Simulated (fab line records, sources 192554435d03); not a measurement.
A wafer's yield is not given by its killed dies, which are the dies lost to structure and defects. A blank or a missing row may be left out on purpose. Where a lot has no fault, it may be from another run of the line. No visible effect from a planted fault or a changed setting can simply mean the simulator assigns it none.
Chamber matching | flow n5Finfet | N5_GATE_CUT_DESCUM_18 on rieDiel-02: 4 sister chambers
The step chemistry O2, time 7 s. 14 wafers are shown with their chamber, then 7 later ones without.

WAFERS PAIRED WITH THEIR CHAMBERS
wafer  | chamber | showerheadPlenumPTorr (Torr) | drypumpMotorCurrentA (A) | throttleValvePct (%)
L078.2 | 3       | 2.14                         | 6.3                      | 20.16
L078.4 | 1       | 1.93                         | 5.7                      | 19.93
L078.6 | 0       | 2.10                         | 5.7                      | 20.59
L083.1 | 3       | 2.14                         | 6.2                      | 20.19
L083.2 | 2       | 2.07                         | 5.2                      | 20.33
L083.3 | 0       | 2.10                         | 5.7                      | 20.62
L084.2 | 0       | 2.10                         | 5.7                      | 20.61
L084.4 | 1       | 1.93                         | 5.7                      | 19.94
L084.5 | 0       | 2.10                         | 5.7                      | 20.61
L087.1 | 0       | 2.09                         | 5.7                      | 20.62
L087.3 | 1       | 1.93                         | 5.7                      | 19.91
L087.6 | 1       | 1.93                         | 5.7                      | 19.91
L089.1 | 0       | 2.09                         | 5.7                      | 20.61
L089.5 | 3       | 2.13                         | 6.3                      | 20.23

SIGNATURES (averages over the wafers above)
reading               | chamber 0 | chamber 1 | chamber 2 | chamber 3 | scatter within a chamber
showerheadPlenumPTorr | 2.0967    | 1.9300    | 2.0700    | 2.1367    | 0.00447
drypumpMotorCurrentA  | 5.700     | 5.700     | 5.200     | 6.267     | 0.0258
throttleValvePct      | 20.6100   | 19.9225   | 20.3300   | 20.1933   | 0.0193
Rule: for each reading, subtract the chamber's mean from the wafer's reading, divide by that reading's scatter and square the result; add these up over the readings and take the root, which gives the wafer's distance from the chamber. If the next closest chamber is less than 2 further off than the closest, the wafer can't be placed; otherwise it belongs to the closest. The scatter is the square root of a quotient: the sum, over the shown wafers, of each reading's squared deviation from its chamber's mean, divided by wafers minus chambers.

WAFERS WHOSE CHAMBER IS MISSING
wafer  | showerheadPlenumPTorr (Torr) | drypumpMotorCurrentA (A) | throttleValvePct (%)
L089.6 | 2.09                         | 5.7                      | 20.61
L092.1 | 1.92                         | 5.7                      | 19.95
L092.2 | 2.09                         | 5.7                      | 20.64
L092.4 | 2.13                         | 6.3                      | 19.82
L095.3 | 1.92                         | 5.7                      | 19.96
L095.4 | 2.09                         | 5.7                      | 20.65
L095.6 | 2.13                         | 6.3                      | 19.83

WHICH CHAMBER EACH ONE RAN IN
wafer  | from the rows above | in truth
L089.6 | 0                   | 0
L092.1 | 1                   | 1
L092.2 | 0                   | 0
L092.4 | 3                   | 3
L095.3 | 1                   | 1
L095.4 | 0                   | 0
L095.6 | 3                   | 3
Placed correctly: 7 of 7. From these rows, 0 cannot be placed. 0 placed wrongly.
